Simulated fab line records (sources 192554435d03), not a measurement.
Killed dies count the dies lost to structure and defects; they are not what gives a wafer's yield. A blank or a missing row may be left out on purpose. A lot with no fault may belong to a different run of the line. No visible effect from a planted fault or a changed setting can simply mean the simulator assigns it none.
Comparing a struck lot with a sound one / flow n5Finfet / 16 steps out of a route of 1938
Sound: wafers L326.4, L326.5, L326.6. Wafers L318.2, L318.3, L318.6 were the ones struck. At the end, the cause is stated.
At each step with rows: each side's tool, then ch and its chambers, then its first start. Under that, the readings that differ: sound wafers / struck wafers / difference of the means / sigmas: that difference in standard deviations of wafers without a fault.
alike: words and numbers the same on both sides, and readings whose means are apart by under 2 such deviations; not compared: readings that were withheld, readings missing a value for some wafer, numbers with overlapping values and no deviation given by the record, and bounds like >300 which may hide the same value.
A row with sigmas, a row that says differs or no value, or rows on one side alone: a step with any of these is where the two part. When numbers do not overlap yet have no deviation, they are printed without sigmas and do not part them. Lack of a reading on every wafer of one side parts them only where that side has two or more wafers.

first, 1 step without rows for these wafers: N5_SD_EPI_N_STRIP_47 (strips in CHF3/O2).
N5_SD_EPI_N_SD_RECESS_17: chemistry HBr/Cl2/O2, target depth 41 nm, time 23.7 s, bt time 3 s.
  sound on rieSi-05 ch 2,3, day 7 12:41; struck on rieSi-05 ch 0,1, day 5 14:56
reading=oes_o_777_au (a.u.); sound=0.956 0.955 1.014; struck=1.036 0.995 1.041; difference=+0.049; sigmas=+2
reading=oesProductAu (a.u.); sound=0.985 0.981 0.993; struck=1.048 1.006 1.047; difference=+0.047; sigmas=+2
  alike: O2_flow_sccm, biasW, drypumpMotorCurrentA, rfFwdPowerW, throttleValvePct
  not compared: rfHoursCounterH
N5_SD_EPI_N_STRIP_38: strips in N2/H2.
  sound on plasmaAsher-02 ch 0,1, day 7 12:49; struck on plasmaAsher-01 ch 1, day 5 15:02
  alike: drypumpMotorCurrentA, heaterPowerW, oesProductAu
  not compared: rfHoursCounterH
then, 4 steps without rows for these wafers: N5_SD_EPI_N_WET_ETCH_43 (etches SiO2 in dHF, time 14 s, target depth 1.5 nm); N5_SD_EPI_N_STRIP_18 (strips in SPM, time 750 s); N5_SD_EPI_N_SRD_20 (time 30 s); N5_SD_EPI_N_PRECLEAN_48 (cleans in NF3:NH3, afs cycles 2, time 20 s, sublimation time 60 s).
N5_SD_EPI_N_VAPOR_ETCH_50: etches Si in HCl, time 54 s.
  sound on epiRpcvd-02 ch 0, day 7 13:35; struck on epiRpcvd-02 ch 0, day 5 15:47
  alike: throttleValvePct
then, 1 step without rows for these wafers: N5_SD_EPI_N_EPI_21 (deposits Si:P, time 690 s).
N5_SD_EPI_N_EPI_MEAS_23:
  struck on filmMetro-02, day 5 17:39; sound on filmMetro-02, day 7 15:25
  alike: thkNm
then, 2 steps without rows for these wafers: N5_SD_EPI_N_PRECLEAN_24 (cleans in O3/DIW, time 60 s); N5_SD_EPI_N_SRD_25 (time 30 s).
N5_SD_EPI_N_PRECLEAN_49: cleans in NF3:NH3, afs cycles 1, time 20 s, sublimation time 60 s.
  sound on remotePlasma-02 ch 1, day 7 15:35; struck on remotePlasma-01 ch 1, day 5 17:47
reading=tempC (C); sound=29.99 30.03 29.95; struck=29.32 29.32 29.40; difference=-0.64; sigmas=-6
N5_SD_EPI_N_LINER_46: material SiNx, target thk 3 nm.
  sound on aldSin-02 ch 1,2, day 7 15:42; struck on aldSin-02 ch 0,1,2, day 5 18:06
  alike: heaterPowerW
  not compared: sinceWetCleanH
-- record jumps: 4 days separate the struck wafers' starts on either side; left off in module SD_EPI_N, taken up again in module BEOL_M4, whose first shown step is the route's number 1111 --
N5_BEOL_M4_RC_MEAS_101:
  sound on prober-02 ch 0, day 12 15:22; struck on prober-01 ch 0, day 10 04:54
  alike: DIBL_N, DIBL_P, IOFF_N, IOFF_P, ION_N, ION_P, SS_N, SS_P, VT_N, VT_P
-- a jump in the record: the struck wafers' starts before and after are 5 days apart (it breaks off in module BEOL_M4 and resumes in module PASSIVATION, where the first step shown is number 1936 of the route) --
N5_PASSIVATION_PROBE_49:
  struck on prober-01, day 15 05:22; sound on prober-01, day 16 23:56
reading=killedAtContacts; sound=19 28 22; struck=12 5 4; difference=-16; sigmas=-2
  alike: defectLimitedYield, killed_at_M0_to_M3, killed_at_M4_up, killedAtFrontEnd, killedAtOther, killedDies, killedOnRim, killedOpen, killedShort, sort_bin_5_function, sort_bin_6_memory, sortNPass, sortYieldPct

WHERE THEY PART
At N5_SD_EPI_N_SD_RECESS_17 first; at N5_PASSIVATION_PROBE_49 last (within this record only).

WHY: what had been put in by the simulator
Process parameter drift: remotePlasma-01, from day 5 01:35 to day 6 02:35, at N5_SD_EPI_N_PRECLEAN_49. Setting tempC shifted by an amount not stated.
